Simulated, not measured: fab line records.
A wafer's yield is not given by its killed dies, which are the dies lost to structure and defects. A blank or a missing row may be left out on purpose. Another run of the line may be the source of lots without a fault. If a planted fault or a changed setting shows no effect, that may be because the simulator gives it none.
Split-lot study || flow n5-finfet || 7 lots, 39 wafers read, on a route of 1938 steps

## THE SPLIT
At N5_MIM_TOP_ETCH_PECVD_03 (deposits SiNx from SiH4/NH3/N2, target thk 20 nm, time 17.6 s), the setting time-s was moved away from the recipe's 17.6 s on 15 of the 39 wafers read, by -56.0% to +56.7%. The other wafers ran this setting at the recipe's value.

The reading comes from the split's own step.

## THE READING
SiNx_of_MIM_TOP_ETCH_PECVD_03.thk-nm (the simulator's own value, which no gauge read), in nm, at N5_MIM_TOP_ETCH_PECVD_03 (deposits SiNx from SiH4/NH3/N2, target thk 20 nm, time 17.6 s). There is no usual value for it anywhere in the file. The 24 wafers here that ran the recipe average 20.1 nm, standard deviation 0.24 nm.

{"wafer": "L075.1", "tool, chamber at the split": "pecvd-04, 1", "time-s as run, s": 17.6, "against the recipe": "recipe", "SiNx_of_MIM_TOP_ETCH_PECVD_03.thk-nm, nm": 20, "against lot-mates on the recipe": "-"}
{"wafer": "L075.2", "tool, chamber at the split": "pecvd-04, 2", "time-s as run, s": 17.6, "against the recipe": "recipe", "SiNx_of_MIM_TOP_ETCH_PECVD_03.thk-nm, nm": 19.8, "against lot-mates on the recipe": "-"}
{"wafer": "L075.3", "tool, chamber at the split": "pecvd-04, 0", "time-s as run, s": 27.58, "against the recipe": "+56.7%", "SiNx_of_MIM_TOP_ETCH_PECVD_03.thk-nm, nm": 31, "against lot-mates on the recipe": "+11.0"}
{"wafer": "L075.4", "tool, chamber at the split": "pecvd-04, 0", "time-s as run, s": 27.58, "against the recipe": "+56.7%", "SiNx_of_MIM_TOP_ETCH_PECVD_03.thk-nm, nm": 31.6, "against lot-mates on the recipe": "+11.6"}
{"wafer": "L075.5", "tool, chamber at the split": "pecvd-04, 2", "time-s as run, s": 27.58, "against the recipe": "+56.7%", "SiNx_of_MIM_TOP_ETCH_PECVD_03.thk-nm, nm": 32, "against lot-mates on the recipe": "+12.0"}
{"wafer": "L075.6", "tool, chamber at the split": "pecvd-04, 1", "time-s as run, s": 17.6, "against the recipe": "recipe", "SiNx_of_MIM_TOP_ETCH_PECVD_03.thk-nm, nm": 20.2, "against lot-mates on the recipe": "-"}
{"wafer": "L078.1", "tool, chamber at the split": "pecvd-03, 0", "time-s as run, s": 17.6, "against the recipe": "recipe", "SiNx_of_MIM_TOP_ETCH_PECVD_03.thk-nm, nm": 20, "against lot-mates on the recipe": "-"}
{"wafer": "L078.4", "tool, chamber at the split": "pecvd-03, 2", "time-s as run, s": 17.6, "against the recipe": "recipe", "SiNx_of_MIM_TOP_ETCH_PECVD_03.thk-nm, nm": 20.4, "against lot-mates on the recipe": "-"}
{"wafer": "L078.5", "tool, chamber at the split": "pecvd-03, 0", "time-s as run, s": 17.6, "against the recipe": "recipe", "SiNx_of_MIM_TOP_ETCH_PECVD_03.thk-nm, nm": 20.2, "against lot-mates on the recipe": "-"}
{"wafer": "L082.1", "tool, chamber at the split": "pecvd-01, 2", "time-s as run, s": 21.57, "against the recipe": "+22.6%", "SiNx_of_MIM_TOP_ETCH_PECVD_03.thk-nm, nm": 24.4, "against lot-mates on the recipe": "+4.3"}
{"wafer": "L082.2", "tool, chamber at the split": "pecvd-01, 1,0", "time-s as run, s": 17.6, "against the recipe": "recipe", "SiNx_of_MIM_TOP_ETCH_PECVD_03.thk-nm, nm": 20, "against lot-mates on the recipe": "-"}
{"wafer": "L082.3", "tool, chamber at the split": "pecvd-01, 1,0", "time-s as run, s": 17.6, "against the recipe": "recipe", "SiNx_of_MIM_TOP_ETCH_PECVD_03.thk-nm, nm": 20, "against lot-mates on the recipe": "-"}
{"wafer": "L082.4", "tool, chamber at the split": "pecvd-01, 2", "time-s as run, s": 21.57, "against the recipe": "+22.6%", "SiNx_of_MIM_TOP_ETCH_PECVD_03.thk-nm, nm": 24.8, "against lot-mates on the recipe": "+4.7"}
{"wafer": "L082.5", "tool, chamber at the split": "pecvd-01, 1", "time-s as run, s": 21.57, "against the recipe": "+22.6%", "SiNx_of_MIM_TOP_ETCH_PECVD_03.thk-nm, nm": 24.6, "against lot-mates on the recipe": "+4.5"}
{"wafer": "L082.6", "tool, chamber at the split": "pecvd-01, 0", "time-s as run, s": 17.6, "against the recipe": "recipe", "SiNx_of_MIM_TOP_ETCH_PECVD_03.thk-nm, nm": 20.4, "against lot-mates on the recipe": "-"}
{"wafer": "L083.1", "tool, chamber at the split": "pecvd-04, 1", "time-s as run, s": 27.17, "against the recipe": "+54.4%", "SiNx_of_MIM_TOP_ETCH_PECVD_03.thk-nm, nm": 30.6, "against lot-mates on the recipe": "+10.6"}
{"wafer": "L083.2", "tool, chamber at the split": "pecvd-04, 2", "time-s as run, s": 17.6, "against the recipe": "recipe", "SiNx_of_MIM_TOP_ETCH_PECVD_03.thk-nm, nm": 20, "against lot-mates on the recipe": "-"}
{"wafer": "L083.3", "tool, chamber at the split": "pecvd-04, 0", "time-s as run, s": 17.6, "against the recipe": "recipe", "SiNx_of_MIM_TOP_ETCH_PECVD_03.thk-nm, nm": 19.8, "against lot-mates on the recipe": "-"}
{"wafer": "L083.4", "tool, chamber at the split": "pecvd-04, 0", "time-s as run, s": 27.17, "against the recipe": "+54.4%", "SiNx_of_MIM_TOP_ETCH_PECVD_03.thk-nm, nm": 31.2, "against lot-mates on the recipe": "+11.2"}
{"wafer": "L083.5", "tool, chamber at the split": "pecvd-04, 2", "time-s as run, s": 27.17, "against the recipe": "+54.4%", "SiNx_of_MIM_TOP_ETCH_PECVD_03.thk-nm, nm": 31, "against lot-mates on the recipe": "+11.0"}
{"wafer": "L083.6", "tool, chamber at the split": "pecvd-04, 1", "time-s as run, s": 17.6, "against the recipe": "recipe", "SiNx_of_MIM_TOP_ETCH_PECVD_03.thk-nm, nm": 20.2, "against lot-mates on the recipe": "-"}
{"wafer": "L084.1", "tool, chamber at the split": "pecvd-04, 0,2", "time-s as run, s": 27.44, "against the recipe": "+55.9%", "SiNx_of_MIM_TOP_ETCH_PECVD_03.thk-nm, nm": 30.8, "against lot-mates on the recipe": "+11.1"}
{"wafer": "L084.2", "tool, chamber at the split": "pecvd-04, 0,2", "time-s as run, s": 27.44, "against the recipe": "+55.9%", "SiNx_of_MIM_TOP_ETCH_PECVD_03.thk-nm, nm": 30.8, "against lot-mates on the recipe": "+11.1"}
{"wafer": "L084.3", "tool, chamber at the split": "pecvd-04, 1", "time-s as run, s": 17.6, "against the recipe": "recipe", "SiNx_of_MIM_TOP_ETCH_PECVD_03.thk-nm, nm": 19.4, "against lot-mates on the recipe": "-"}
{"wafer": "L084.4", "tool, chamber at the split": "pecvd-04, 0", "time-s as run, s": 17.6, "against the recipe": "recipe", "SiNx_of_MIM_TOP_ETCH_PECVD_03.thk-nm, nm": 19.8, "against lot-mates on the recipe": "-"}
{"wafer": "L084.5", "tool, chamber at the split": "pecvd-04, 2", "time-s as run, s": 27.44, "against the recipe": "+55.9%", "SiNx_of_MIM_TOP_ETCH_PECVD_03.thk-nm, nm": 31, "against lot-mates on the recipe": "+11.3"}
{"wafer": "L084.6", "tool, chamber at the split": "pecvd-04, 1", "time-s as run, s": 17.6, "against the recipe": "recipe", "SiNx_of_MIM_TOP_ETCH_PECVD_03.thk-nm, nm": 20, "against lot-mates on the recipe": "-"}
{"wafer": "L086.1", "tool, chamber at the split": "pecvd-01, 2,0", "time-s as run, s": 17.6, "against the recipe": "recipe", "SiNx_of_MIM_TOP_ETCH_PECVD_03.thk-nm, nm": 20, "against lot-mates on the recipe": "-"}
{"wafer": "L086.2", "tool, chamber at the split": "pecvd-01, 2,0", "time-s as run, s": 17.6, "against the recipe": "recipe", "SiNx_of_MIM_TOP_ETCH_PECVD_03.thk-nm, nm": 20, "against lot-mates on the recipe": "-"}
{"wafer": "L086.3", "tool, chamber at the split": "pecvd-01, 0", "time-s as run, s": 17.6, "against the recipe": "recipe", "SiNx_of_MIM_TOP_ETCH_PECVD_03.thk-nm, nm": 20.2, "against lot-mates on the recipe": "-"}
{"wafer": "L086.4", "tool, chamber at the split": "pecvd-01, 2", "time-s as run, s": 7.75, "against the recipe": "-56.0%", "SiNx_of_MIM_TOP_ETCH_PECVD_03.thk-nm, nm": 9.2, "against lot-mates on the recipe": -10.9}
{"wafer": "L086.5", "tool, chamber at the split": "pecvd-01, 0", "time-s as run, s": 7.75, "against the recipe": "-56.0%", "SiNx_of_MIM_TOP_ETCH_PECVD_03.thk-nm, nm": 9, "against lot-mates on the recipe": -11.1}
{"wafer": "L086.6", "tool, chamber at the split": "pecvd-01, 2", "time-s as run, s": 7.75, "against the recipe": "-56.0%", "SiNx_of_MIM_TOP_ETCH_PECVD_03.thk-nm, nm": 8.8, "against lot-mates on the recipe": -11.3}
{"wafer": "L089.1", "tool, chamber at the split": "pecvd-01, 2", "time-s as run, s": 17.6, "against the recipe": "recipe", "SiNx_of_MIM_TOP_ETCH_PECVD_03.thk-nm, nm": 20, "against lot-mates on the recipe": "-"}
{"wafer": "L089.2", "tool, chamber at the split": "pecvd-01, 1", "time-s as run, s": 17.6, "against the recipe": "recipe", "SiNx_of_MIM_TOP_ETCH_PECVD_03.thk-nm, nm": 19.8, "against lot-mates on the recipe": "-"}
{"wafer": "L089.3", "tool, chamber at the split": "pecvd-01, 0,1,2", "time-s as run, s": 17.6, "against the recipe": "recipe", "SiNx_of_MIM_TOP_ETCH_PECVD_03.thk-nm, nm": 20.4, "against lot-mates on the recipe": "-"}
{"wafer": "L089.4", "tool, chamber at the split": "pecvd-01, 0,1,2", "time-s as run, s": 17.6, "against the recipe": "recipe", "SiNx_of_MIM_TOP_ETCH_PECVD_03.thk-nm, nm": 20.4, "against lot-mates on the recipe": "-"}
{"wafer": "L089.5", "tool, chamber at the split": "pecvd-01, 0,1,2", "time-s as run, s": 17.6, "against the recipe": "recipe", "SiNx_of_MIM_TOP_ETCH_PECVD_03.thk-nm, nm": 20.4, "against lot-mates on the recipe": "-"}
{"wafer": "L089.6", "tool, chamber at the split": "pecvd-01, 0", "time-s as run, s": 17.6, "against the recipe": "recipe", "SiNx_of_MIM_TOP_ETCH_PECVD_03.thk-nm, nm": 20.2, "against lot-mates on the recipe": "-"}
If several chambers appear in one row, that row covers several wafers at once and the file leaves open which wafer was in which chamber.

THE FIT
A straight line over all 39 wafers: SiNx_of_MIM_TOP_ETCH_PECVD_03.thk-nm changes by +0.198 nm for each +1% of time-s; r = +1.00; the points scatter about the line by 0.27 nm.
The same after taking each lot's own level away (the mean of its wafers on the recipe; 39 wafers): +0.2 nm for each +1%; r = +1.00; scatter 0.23 nm.
The reading moves by 11 nm for the largest change in time-s, on that fit.
Across the lots, their own levels run from 19.73 to 20.20 nm, a range of 1.9 times the standard deviation given above.
Hence the lot-to-lot level has little effect on the slope; both slopes agree.
Check: with one of the wafers moved furthest among these (+56.7%) left out of the fit, the line predicts +11.4 nm for it against its lot-mates. It came out at +11 nm against them.

## OTHER SPLITS ON THESE WAFERS
Other splits were also applied to these wafers ahead of the reading. Each is held against what the fit with the lots' levels taken away leaves over:
{"other split on the same wafers": "N5_BEOL_M13_TRENCH_ETCH_34 time-s", "wafers away from the commonest value": 18, "r with SiNx_of_MIM_TOP_ETCH_PECVD_03.thk-nm (lot level and that fit taken away)": -0.09}

## FILE'S OWN FIT
SiNx_of_MIM_TOP_ETCH_PECVD_03.thk-nm changes by +0.2 nm for each +1% of time-s, r = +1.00.
